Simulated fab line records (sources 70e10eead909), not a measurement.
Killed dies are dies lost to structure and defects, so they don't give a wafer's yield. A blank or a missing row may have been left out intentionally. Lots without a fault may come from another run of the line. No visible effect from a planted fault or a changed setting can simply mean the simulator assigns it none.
Matching of chambers	flow nand_harc	3 sister chambers for NHARC_A_CONTACT_DEP_29 on pecvd-02
The step deposits SiON, target thk 70 nm. 6 wafers are shown with their chamber, then 8 later ones without.

== WAFERS WITH THEIR CHAMBER ==
wafer	chamber	showerhead_vpp_V (V)	heater_power_w (W)
L083.1	0	1232	691
L083.4	2	1095	697
L087.1	0	1225	696
L086.4	1	1161	767
L086.6	2	1085	699
L088.2	1	1163	818

== WAFERS WITH NO CHAMBER GIVEN ==
wafer	showerhead_vpp_V (V)	heater_power_w (W)
L088.4	1175	837
L088.5	1090	720
L089.2	1211	630
L089.3	1103	636
L089.4	1095	645
L092.1	1090	621
L092.2	1167	746
L092.6	1223	659

== THE CHAMBER EACH PASSED THROUGH ==
wafer	from the rows above	in truth
L088.4	1	1
L088.5	2	2
L089.2	0	0
L089.3	2	2
L089.4	2	2
L092.1	2	2
L092.2	1	1
L092.6	0	0
Correctly placed: 8 of 8. Number that these rows cannot place: 0. Wrongly placed: 0.
How it was worked out, from the rows above alone: a wafer's distance from a chamber is the root of the sum, over the readings, of the square of ((its reading less the chamber's mean) divided by the reading's scatter). If the next closest chamber is less than 2 further off than the closest, the wafer can't be placed; otherwise it belongs to the closest. A chamber's mean is the mean of its shown wafers. How the scatter is found: for the shown wafers, subtract from each reading the mean of its chamber, square and add these, divide the total by (wafers less chambers), then take the root.
